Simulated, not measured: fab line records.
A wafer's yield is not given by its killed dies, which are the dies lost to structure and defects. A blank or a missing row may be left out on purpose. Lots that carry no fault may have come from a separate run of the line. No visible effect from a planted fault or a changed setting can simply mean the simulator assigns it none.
fab line records	flow n5-finfet
record: lots: 6	wafers: 16	last-day: 19
route steps=1938 shown PASSIVATION@1910
lots that met no fault: taken from a fault-free run of the same line
start-h: hours from the record's first day to the start of the lot's first wafer shown	wait-h: hours elapsed since this lot's preceding step	" the same as in the row above	L1.1+2: a single row standing in for several wafers	- no value, or no start was given	* or withheld: withheld	< > ~ a bound
route shown NAME@n: a module of which the file shows steps, and the number in the route of the first	usual: mean/standard deviation taken from wafers without a fault	same: alike in all rows	chamber/n: place in a boat	sites: each site's reading	_std_site: the values' standard deviation	_edge_site: outer sites' mean less inner sites'	radius-mm: for every site, how far away it sits from the centre of the wafer	mask NAME#n: copy n	behind: the last tool/chamber to shape the wafer	hold: what put the lot on hold/how long, in hours/how the hold closed	device: the n, p or np transistor that did not switch	end of line: the route-end tests of the same wafers	step lacking rows: just its recipe	killed: dies lost to structure and defects at the first sort, not the wafer's yield	map: shows each die of a wafer: x if killed, . if not, _ if none is there
set.NAME: the setting the step ran with; set.NAME@STEP: the setting that earlier step ran with	model.NAME: the simulator's own value behind a step, which no gauge read
lots at selected steps of the route; one table per step, one row per wafer
services: a tool's chamber out of use, with start hour (start-h, from the record's first day; less than 0 if before it), hours out, and reason
== steps ==
step: N5_PASSIVATION_ETCH_59
recipe: chemistry: Cl2/BCl3	target: TaN	target-depth-a: 650	time-s: 34.9	ion-energy-ev: 100	pressure-mtorr: 10	icp-w: 900	bias-w: 100	Cl2_flow_sccm: 60	bcl3-flow-sccm: 30
usual: drypump-motor-current-A: 5.9/0.54	mfc-cl2-sccm: 59.97/0.16	oes-product-au: 0.74/0.079	rf-fwd-power-W: 893/4	throttle-valve-pct: 21.08/0.2
lot.wafer	tool	chamber	start-h	wait-h	drypump-motor-current-A	mfc-cl2-sccm	oes-product-au	rf-fwd-power-W	rf-hours-counter-h	throttle-valve-pct
L953.1	rie-metal-02	1	295.50	0.3	6.3	59.68	0.78	889	44	20.85
L953.3	"	0	"	"	6.4	60.19	0.66	896	-	21.29
L953.5	"	1	"	"	6.3	59.91	0.80	887	-	20.83
L963.1	rie-metal-01	1	360.57	0.3	5.6	59.79	0.83	892	23	21.33
L963.3	"	0	"	"	6.2	60.03	0.71	887	-	21.15
L963.4	"	1	"	"	5.6	59.84	0.82	894	-	21.35
L966.1	rie-metal-01	1	368.64	0.3	5.6	59.86	0.83	897	25	21.34
L966.5	"	0	"	"	6.2	60.23	0.72	894	-	21.13
L968.1	rie-metal-03	1	372.63	0.3	5.2	60.01	0.93	894	3	20.84
L968.5	"	1	"	"	5.2	60.11	0.94	895	-	20.86
L969.1	rie-metal-02	1	376.19	0.3	6.3	59.85	0.76	892	52	20.87
L969.3	"	1	"	"	6.3	59.98	0.76	895	-	20.87
L969.4	"	0	"	"	6.4	60.16	0.66	892	-	21.30
L975.1	rie-metal-01	0	443.79	0.3	6.2	60.01	0.70	887	71	21.16
L975.2	"	1	"	"	5.6	60.13	0.81	891	31	21.35
L975.6	"	0	"	"	6.2	60.17	0.70	883	-	21.16
step: N5_PASSIVATION_STRIP_34
recipe: chemistry: O2	power-w: 600	temp-c: 60	pressure-mtorr: 30	rf-frequency-hz: 6e+07	bias-power-w: 0	overash-fraction: 2	o2-flow-sccm: 225
usual: drypump-motor-current-A: 5.5/0.35	oes-product-au: 0.79/0.097	rf-vpp-V: 3.6/1.5	showerhead-plenum-p-Torr: 2.09/0.074	throttle-valve-pct: 16.79/0.24
lot.wafer	tool	chamber	start-h	wait-h	drypump-motor-current-A	oes-product-au	rf-hours-counter-h	rf-vpp-V	showerhead-plenum-p-Torr	throttle-valve-pct
L953.1	rie-diel-02	1	295.61	0.1	5.2	0.76	181	3.1	2.10	16.82
L953.3	"	2	"	"	5.3	0.68	236	3.5	1.98	17.21
L953.5	"	0	"	"	6.1	0.74	-	1.6	1.99	16.58
L963.1	rie-diel-01	3	360.69	0.1	5.7	0.70	248	1.5	2.05	17.04
L963.3	"	2	"	"	5.7	0.73	160	4.9	2.10	16.93
L963.4	"	0	"	"	5.8	0.76	135	4.2	2.10	16.81
L966.1	rie-diel-01	2	368.96	0.3	5.6	0.75	163	3.8	2.10	16.93
L966.5	"	1	"	"	5.7	0.81	-	1.3	2.10	16.62
L968.1	rie-diel-06	1	372.75	0.1	5.2	0.85	71	3.4	2.02	16.49
L968.5	"	3	"	"	5.9	0.69	-	3.1	1.97	16.89
L969.1	rie-diel-01	0	376.41	0.2	5.7	0.75	143	3.3	2.09	16.82
L969.3	"	1	"	"	5.7	0.80	98	5.6	2.10	16.64
L969.4	"	2	"	"	5.6	0.71	-	5.3	2.10	16.96
L975.1	rie-diel-01	1	443.93	0.1	5.7	0.80	121	3.8	2.09	16.65
L975.2	"	3	"	"	5.7	0.93	22	1.2	2.04	16.61
L975.6	"	3	"	"	5.7	0.92	-	3.4	2.04	16.55
step: N5_PASSIVATION_STRIP_51
recipe: chemistry: post-etch-residue-remover	time-s: 1200	temp-c: 72.5
step: N5_PASSIVATION_CLEAN_69
recipe: chemistry: IPA	time-s: 180	temp-c: 25
step: N5_PASSIVATION_SRD_70
recipe: dry: ipa-marangoni	time-s: 30	temp-c: 23	rinse-liquid: diw
step: N5_PASSIVATION_PECVD_53
recipe: material: SiO2	target-thk-a: 8000	temp-c: 400	precursor: TEOS/O2	pressure-torr: 6.5	rf-w: withheld	teos-flow-sccm: withheld	gas: O2	flow-sccm: 2650	time-s: 169.4
step: N5_PASSIVATION_PECVD_35
recipe: material: SiNx	target-thk-a: 7000	temp-c: 400	precursor: SiH4/NH3/N2	pressure-torr: 4.9	rf-w: 1406	time-s: 151.3
usual: heater-power-outer-w: 156/53	heater-power-w: 344/75	rf-fwd-power-W: 1400/4.3	showerhead-plenum-p-Torr: 8.66/0.054	throttle-valve-pct: 28.8/1.5
lot.wafer	tool	chamber	start-h	wait-h	heater-power-outer-w	heater-power-w	rf-fwd-power-W	showerhead-plenum-p-Torr	throttle-valve-pct
L953.1	pecvd-01	1	296.22	0.1	139	326	1408	8.64	31.6
L953.3	"	0	"	"	224	425	1399	8.73	29.5
L953.5	"	2	"	"	176	360	1399	8.67	28.0
L963.1	pecvd-01	2	361.30	0.1	151	330	1397	8.68	28.2
L963.3	"	0	"	"	202	410	1403	8.75	29.8
L963.4	"	2	"	"	173	359	1397	8.69	28.1
L966.1	pecvd-01	1	369.57	0.1	188	390	1406	8.66	31.9
L966.5	"	1	"	"	86	249	1402	8.65	31.6
L968.1	pecvd-02	0	373.37	0.1	182	385	1400	8.62	28.6
L968.5	"	2	"	"	73	258	1396	8.72	27.4
L969.1	pecvd-02	2	377.02	0.1	99	287	1397	8.69	27.3
L969.3	"	0	"	"	155	347	1401	8.64	28.7
L969.4	"	1	"	"	181	351	1397	8.59	27.9
L975.1	pecvd-01	1	444.54	0.1	175	374	1396	8.66	31.6
L975.2	"	0	"	"	235	455	1401	8.76	29.9
L975.6	"	1	"	"	189	386	1397	8.66	32.0
step: N5_PASSIVATION_HMDS_37
recipe: time-s: 60	temp-c: 120
step: N5_PASSIVATION_COAT_38
recipe: spin-rpm: 3000	resist-thk-nm: withheld
step: N5_PASSIVATION_EBR_40
recipe: solvent: PGMEA	ebr-width-mm: 1.5
step: N5_PASSIVATION_SOFTBAKE_39
recipe: temp-c: 110	time-s: 120
step: N5_PASSIVATION_EXPOSE_41
recipe: mask-id: PASS_OPEN	na: 0.55	defocus-nm: 0	source-shape: conventional	sigma-outer: 0.8	polarization: unpolarized	target-cd-nm: 40000	dose-mj: 57.25
step: N5_PASSIVATION_PEB_42
recipe: peb-temp-c: withheld	peb-time-s: *
lot.wafer	tool	chamber	start-h	wait-h
L953.1+3+5	litho-track-01	0	296.66	0.1
L963.1+3+4	litho-track-01	0	361.77	0.1
L966.1+5	litho-track-01	0	370.01	0.1
L968.1+5	litho-track-01	0	373.81	0.1
L969.1+3+4	litho-track-03	0	377.33	0.1
L975.1+2+6	litho-track-03	0	444.86	0.1
step: N5_PASSIVATION_DEVELOP_43
recipe: develop-time-s: 60	rinse-liquid: diw	dry: air-spin	dev-temp-c: 21
step: N5_PASSIVATION_HARDBAKE_45
recipe: temp-c: 130	time-s: 120
step: N5_PASSIVATION_CD_MEAS_44
recipe: target-cd-nm: 40000	landing-energy-ev: 500	detector: se-inlens
usual: cd-nm: 39997/3.5
lot.wafer	tool	chamber	start-h	wait-h	cd-nm
L953.1	cd-sem-02	0	296.78	-	39997
L953.3	"	0	"	"	39997
L953.5	"	0	"	"	39998
L963.1	cd-sem-03	0	361.89	-	39994
L963.3	"	0	"	"	39999
L963.4	"	0	"	"	39999
L966.1	cd-sem-02	0	370.13	-	39991
L966.5	"	0	"	"	39977
L968.1	cd-sem-02	0	373.93	-	39998
L968.5	"	0	"	"	39981
L969.1	cd-sem-03	0	377.45	-	39993
L969.3	"	0	"	"	39993
L969.4	"	0	"	"	40001
L975.1	cd-sem-03	0	444.98	-	39994
L975.2	"	0	"	"	40000
L975.6	"	0	"	"	40001
step: N5_PASSIVATION_OVL_MEAS_66
recipe: points-per-wafer: 44
usual: PASS_OPEN_OVL: -1/5.2
lot.wafer	tool	chamber	start-h	wait-h	PASS_OPEN_OVL[nm]
L953.1	overlay-01	0	296.81	0.0	-3
L953.3	"	0	"	"	-1
L953.5	"	0	"	"	-5
L963.1	overlay-02	0	361.92	0.0	4
L963.3	"	0	"	"	0
L963.4	"	0	"	"	9
L966.1	overlay-02	0	370.16	0.0	-1
L966.5	"	0	"	"	2
L968.1	overlay-01	0	373.96	0.0	8
L968.5	"	0	"	"	-1
L969.1	overlay-01	0	377.48	0.0	-11
L969.3	"	0	"	"	3
L969.4	"	0	"	"	-4
L975.1	overlay-02	0	445.01	0.0	-8
L975.2	"	0	"	"	-13
L975.6	"	0	"	"	-8
== services ==
tool	chamber	start-h	hours	kind
pecvd-02	1	295.21	5.2	repair
rie-diel-02	2	312.22	9.2	repair
rie-metal-01	1	315.86	8.9	repair
rie-diel-06	0	324.90	17.4	repair
pecvd-01	2	328.77	2.1	scheduled-down
rie-diel-06	3	332.84	3.2	repair
pecvd-01	1	338.48	5.5	scheduled-down
pecvd-02	2	342.80	2.1	scheduled-down
pecvd-01	1	365.72	2.1	scheduled-down
rie-diel-01	3	367.73	-	clean
rie-diel-01	3	367.73	-	consumable-replace:focus-ring
rie-diel-01	3	367.73	15.3	scheduled-down
rie-diel-01	3	367.73	15.3	vent-cycle
rie-diel-02	1	370.46	5.3	repair
litho-track-03	-	373.29	-	consumable-replace:filter
pecvd-02	1	377.29	5.5	scheduled-down
pecvd-01	0	380.40	5.5	scheduled-down
pecvd-02	1	383.66	-	clean
pecvd-02	-	386.45	0.3	repair
rie-diel-02	1	395.15	19.8	repair
rie-metal-02	0	398.96	6.8	repair
rie-diel-01	0	400.75	3.4	repair
rie-diel-01	1	418.16	1.6	repair
rie-diel-02	2	442.12	2.3	repair
== key ==
first-sign: step: N5_PASSIVATION_CD_MEAS_44	reading: cd-nm	direction: down	sigmas: 4.7	usual: 39997	struck: 39979
effect none on later readings
met-at N5_PASSIVATION_PEB_42
struck-wafers L966.5,L968.5
onset-between 361.77 370.01
fault: kind: process-parameter-drift	tool: litho-track-01	chamber: -	onset-h: 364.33	steps: N5_PASSIVATION_PEB_42	channel: peb-time-s	offset: *	shape: step	end-h: 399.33	scope: struck-wafers-only	acts-in: *	stated: *
